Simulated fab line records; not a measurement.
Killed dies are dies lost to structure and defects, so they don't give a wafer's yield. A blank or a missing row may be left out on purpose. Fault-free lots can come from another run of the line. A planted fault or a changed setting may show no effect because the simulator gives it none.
Matching of chambers :: flow nand harc :: rie diel-11 running NHARC_A_M1_DESCUM_14: 4 sister chambers
The step chemistry O2, time 3 s. 22 wafers are shown with their chamber, then 11 later ones without.

WAFERS, EACH WITH ITS CHAMBER
wafer: L074.4
chamber: 1
drypump motor current A (A): 5.9
oes product au (a.u.): 1.019
rf vpp V (V): 56.9

wafer: L074.5
chamber: 0
drypump motor current A (A): 6.8
oes product au (a.u.): 1.011
rf vpp V (V): 57.6

wafer: L074.6
chamber: 3
drypump motor current A (A): 5.8
oes product au (a.u.): 0.989
rf vpp V (V): 59.7

wafer: L077.3
chamber: 2
drypump motor current A (A): 5.9
oes product au (a.u.): 0.993
rf vpp V (V): 57.7

wafer: L077.5
chamber: 3
drypump motor current A (A): 5.8
oes product au (a.u.): 0.999
rf vpp V (V): 58.1

wafer: L077.6
chamber: 2
drypump motor current A (A): 5.9
oes product au (a.u.): 0.992
rf vpp V (V): 58.2

wafer: L080.1
chamber: 3
drypump motor current A (A): 5.8
oes product au (a.u.): 0.992
rf vpp V (V): 58.0

wafer: L080.2
chamber: 1
drypump motor current A (A): 5.9
oes product au (a.u.): 1.011
rf vpp V (V): 58.3

wafer: L080.3
chamber: 0
drypump motor current A (A): 6.8
oes product au (a.u.): 1.017
rf vpp V (V): 58.8

wafer: L082.3
chamber: 3
drypump motor current A (A): 5.8
oes product au (a.u.): 0.983
rf vpp V (V): 57.7

wafer: L082.4
chamber: 0
drypump motor current A (A): 6.7
oes product au (a.u.): 1.001
rf vpp V (V): 58.3

wafer: L082.5
chamber: 2
drypump motor current A (A): 5.9
oes product au (a.u.): 0.986
rf vpp V (V): 58.3

wafer: L081.1
chamber: 1
drypump motor current A (A): 5.9
oes product au (a.u.): 1.009
rf vpp V (V): 58.7

wafer: L081.3
chamber: 3
drypump motor current A (A): 5.8
oes product au (a.u.): 0.982
rf vpp V (V): 58.3

wafer: L081.5
chamber: 2
drypump motor current A (A): 5.9
oes product au (a.u.): 0.991
rf vpp V (V): 58.2

wafer: L085.2
chamber: 3
drypump motor current A (A): 5.8
oes product au (a.u.): 0.991
rf vpp V (V): 58.2

wafer: L085.5
chamber: 0
drypump motor current A (A): 6.8
oes product au (a.u.): 1.007
rf vpp V (V): 57.0

wafer: L085.6
chamber: 1
drypump motor current A (A): 5.9
oes product au (a.u.): 1.002
rf vpp V (V): 58.7

wafer: L084.2
chamber: 3
drypump motor current A (A): 5.8
oes product au (a.u.): 0.998
rf vpp V (V): 59.5

wafer: L084.4
chamber: 1
drypump motor current A (A): 5.9
oes product au (a.u.): 1.007
rf vpp V (V): 57.1

wafer: L084.6
chamber: 2
drypump motor current A (A): 5.9
oes product au (a.u.): 1.011
rf vpp V (V): 58.9

wafer: L090.3
chamber: 1
drypump motor current A (A): 5.9
oes product au (a.u.): 1.007
rf vpp V (V): 57.6

SIGNATURES, as means of the wafers listed above
reading: drypump motor current A
chamber 0: 6.775
chamber 1: 5.900
chamber 2: 5.900
chamber 3: 5.800
scatter within a chamber: 0.0204

reading: oes product au
chamber 0: 1.00900
chamber 1: 1.00917
chamber 2: 0.99460
chamber 3: 0.99057
scatter within a chamber: 0.00716

reading: rf vpp V
chamber 0: 57.925
chamber 1: 57.883
chamber 2: 58.260
chamber 3: 58.500
scatter within a chamber: 0.722
Rule: distance of a wafer from a chamber = root of the sum over the readings of ((wafer's reading minus chamber's mean) / reading's scatter) squared. The wafer belongs to the nearest chamber; if the next one is less than 2 further off, it can't be placed. The scatter: take each reading less its chamber's mean, square it, sum over the shown wafers, divide by the number of wafers less the number of chambers, and take the root.

WAFERS WHOSE CHAMBER IS MISSING
wafer: L090.4
drypump motor current A (A): 5.8
oes product au (a.u.): 0.998
rf vpp V (V): 59.5

wafer: L090.6
drypump motor current A (A): 5.9
oes product au (a.u.): 1.009
rf vpp V (V): 56.6

wafer: L089.1
drypump motor current A (A): 6.8
oes product au (a.u.): 1.010
rf vpp V (V): 58.7

wafer: L089.3
drypump motor current A (A): 5.9
oes product au (a.u.): 0.995
rf vpp V (V): 57.6

wafer: L089.5
drypump motor current A (A): 5.9
oes product au (a.u.): 0.992
rf vpp V (V): 58.4

wafer: L092.1
drypump motor current A (A): 5.8
oes product au (a.u.): 1.003
rf vpp V (V): 57.6

wafer: L092.3
drypump motor current A (A): 5.9
oes product au (a.u.): 1.006
rf vpp V (V): 57.9

wafer: L092.5
drypump motor current A (A): 5.9
oes product au (a.u.): 1.013
rf vpp V (V): 58.0

wafer: L094.1
drypump motor current A (A): 5.8
oes product au (a.u.): 1.003
rf vpp V (V): 56.6

wafer: L094.2
drypump motor current A (A): 5.9
oes product au (a.u.): 0.999
rf vpp V (V): 58.7

wafer: L094.3
drypump motor current A (A): 6.8
oes product au (a.u.): 1.018
rf vpp V (V): 57.4

EACH ONE'S CHAMBER
wafer: L090.4
from the rows above: 3
in truth: 3

wafer: L090.6
from the rows above: can't be placed: 1 or 2
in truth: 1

wafer: L089.1
from the rows above: 0
in truth: 0

wafer: L089.3
from the rows above: can't be placed: 2 or 1
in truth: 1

wafer: L089.5
from the rows above: 2
in truth: 2

wafer: L092.1
from the rows above: 3
in truth: 3

wafer: L092.3
from the rows above: can't be placed: 1 or 2
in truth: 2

wafer: L092.5
from the rows above: 1
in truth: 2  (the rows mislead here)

wafer: L094.1
from the rows above: 3
in truth: 3

wafer: L094.2
from the rows above: can't be placed: 2 or 1
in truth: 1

wafer: L094.3
from the rows above: 0
in truth: 0
Correct placement for 6 of the 11. Can't be placed from these rows: 4 (the true chamber is among the candidates in 4). Wrongly placed: 1.
